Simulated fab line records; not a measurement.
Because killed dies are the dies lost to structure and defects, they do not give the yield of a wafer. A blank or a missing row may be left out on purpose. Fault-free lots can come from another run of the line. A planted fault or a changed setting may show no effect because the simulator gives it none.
Code-filled problem report in 8D (eight disciplines) form || flow n5 finfet || the parts of the form that need people (team, actions taken, sign-off) are left out

1. WHAT IS WRONG
Wafers without a fault read 44.72, standard deviation 0.043; exposure dose mJ cm2 at N5_BEOL_M0_SAQP_EXPOSE_37 reads a mean of 43.77 on 9 wafers belonging to 3 lots. That puts it -22 standard deviations away from the usual mean.
The step: exposes mask M0 CUT1, target cd 30 nm.
First seen on wafer L826.1, day 7 00:45, on euv scanner-01. Wafers with a number at this step in the record: 27, from 9 lots. The rule behind "out" and "out of limits": a value lying over 4 standard deviations away from the usual mean. The other wafers with a number count as sound.

2. WHAT IT IS, AND WHAT IT ISN'T
{"question": "which readings at this step", "is": "exposure dose mJ cm2", "is not": "-"}
{"question": "which lots", "is": "L826, L829, L831", "is not": "L823, L824, L832, L834, L839, L842"}
{"question": "which wafers of those lots", "is": "all that have a number", "is not": "-"}
{"question": "read on which tools", "is": "euv scanner-01", "is not": "euv scanner-02"}
{"question": "when", "is": "from day 7 00:45", "is not": "up to then (6 sound wafers); but 12 sound wafers of L832, L834, L839, L842 came after"}

3. SUSPECTS, AND WHAT RULES EACH OUT
Counting: a tool at a process step up to the reading stays a suspect if it ran every lot that is out and no sound lot after the first of them.
- euv scanner-01 at N5_BEOL_M0_SAQP_EXPOSE_37 (exposes mask M0 CUT1, target cd 30 nm): kept. All lots that are out passed through it, beginning with L826 at day 7 00:45, and no sound lot followed; its final sound lot before that point was L824 at day 6 04:32. Out on those wafers are its own readings of exposure dose mJ cm2.
Left after counting: euv scanner-01 at N5_BEOL_M0_SAQP_EXPOSE_37.

4. THE CAUSE (what the simulator had put in)
Process parameters drifting: euv scanner-01 at N5_BEOL_M0_SAQP_EXPOSE_37, beginning at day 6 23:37. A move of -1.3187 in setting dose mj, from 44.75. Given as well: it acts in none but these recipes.
This tool alone remained once counting was done.

5. THE CHAIN OF EFFECTS, in route order
Each row: a reading whose mean over the struck wafers that have a number lies more than 3 standard deviations from the usual. Only readings for which the record gives a usual standard deviation are gone through. hours: the time from each lot's start at the first step in this table that gives one to its start at this step, as a median over the lots. sigmas: the change in usual standard deviations.
{"hours": 0, "step": "N5_BEOL_M0_SAQP_EXPOSE_37", "reading": "exposure dose mJ cm2", "usual": 44.72, "on struck wafers": 43.77, "change": -0.95, "sigmas": -22}
It contains these process steps:
- N5_BEOL_M0_SAQP_EXPOSE_37: exposes mask M0 CUT1, target cd 30 nm.
Later measuring or inspecting steps at which every struck wafer that the step has a row for has a number for every such reading, and none has moved that far: N5_BEOL_M4_RC_MEAS_101.

6. WHAT WOULD HAVE CAUGHT IT SOONER
In this record the first reading out of limits was taken at day 7 00:45, 1 hour after the fault began at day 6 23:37.
